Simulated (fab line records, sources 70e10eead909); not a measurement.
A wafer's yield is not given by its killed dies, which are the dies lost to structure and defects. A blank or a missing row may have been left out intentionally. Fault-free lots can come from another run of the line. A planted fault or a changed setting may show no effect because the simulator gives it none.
Matching of chambers + flow nand-harc + pecvd-01 running NHARC_A_CONTACT_DEP_29: 3 sister chambers
The step deposits SiON, target thk 100 nm. 16 wafers are shown with their chamber, then 8 later ones without.

## WAFERS PAIRED WITH THEIR CHAMBERS
| wafer  | chamber | heater-power-w (W) | chamber-pressure-Torr (Torr) |
|--------|---------|--------------------|------------------------------|
| L075.1 | 1       | 801                | 3.500                        |
| L075.4 | 2       | 828                | 3.505                        |
| L075.5 | 1       | 836                | 3.517                        |
| L079.3 | 2       | 901                | 3.515                        |
| L079.4 | 2       | 888                | 3.513                        |
| L079.5 | 1       | 764                | 3.501                        |
| L081.1 | 0       | 646                | 3.493                        |
| L081.4 | 0       | 662                | 3.489                        |
| L081.6 | 1       | 751                | 3.501                        |
| L077.4 | 1       | 787                | 3.505                        |
| L077.5 | 0       | 689                | 3.496                        |
| L077.6 | 2       | 793                | 3.509                        |
| L087.1 | 0       | 633                | 3.485                        |
| L087.5 | 2       | 829                | 3.502                        |
| L087.6 | 1       | 790                | 3.505                        |
| L089.2 | 0       | 573                | 3.504                        |

SIGNATURES (means of the wafers above)
| reading               | chamber 0 | chamber 1 | chamber 2 | scatter within a chamber |
|-----------------------|-----------|-----------|-----------|--------------------------|
| heater-power-w        | 640.60    | 788.17    | 847.80    | 39.3                     |
| chamber-pressure-Torr | 3.49340   | 3.50483   | 3.50880   | 0.00637                  |
Rule: distance of a wafer from a chamber = root of the sum over the readings of ((wafer's reading minus chamber's mean) / reading's scatter) squared. If the next closest chamber is less than 2 further off than the closest, the wafer can't be placed; otherwise it belongs to the closest. The scatter is the square root of a quotient: the sum, over the shown wafers, of each reading's squared deviation from its chamber's mean, divided by wafers minus chambers.

## WAFERS WITH NO CHAMBER GIVEN
| wafer  | heater-power-w (W) | chamber-pressure-Torr (Torr) |
|--------|--------------------|------------------------------|
| L089.3 | 757                | 3.508                        |
| L089.5 | 762                | 3.498                        |
| L093.2 | 695                | 3.519                        |
| L093.4 | 797                | 3.498                        |
| L093.5 | 693                | 3.512                        |
| L096.1 | 795                | 3.508                        |
| L096.2 | 772                | 3.488                        |
| L096.5 | 654                | 3.506                        |

## WHICH CHAMBER EACH WENT THROUGH
| wafer  | from the rows above          | in truth |
|--------|------------------------------|----------|
| L089.3 | can't be placed: 1 or 2      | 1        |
| L089.5 | can't be placed: 1 or 2 or 0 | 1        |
| L093.2 | can't be placed: 1 or 2 or 0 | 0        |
| L093.4 | can't be placed: 1 or 2      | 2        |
| L093.5 | can't be placed: 1 or 0 or 2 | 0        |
| L096.1 | can't be placed: 1 or 2      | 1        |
| L096.2 | can't be placed: 1 or 0 or 2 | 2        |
| L096.5 | can't be placed: 0 or 1      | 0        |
Placed correctly: 0 of 8. These rows do not allow placing 8 (true chamber among the candidates in 8). Wrongly placed: 0.
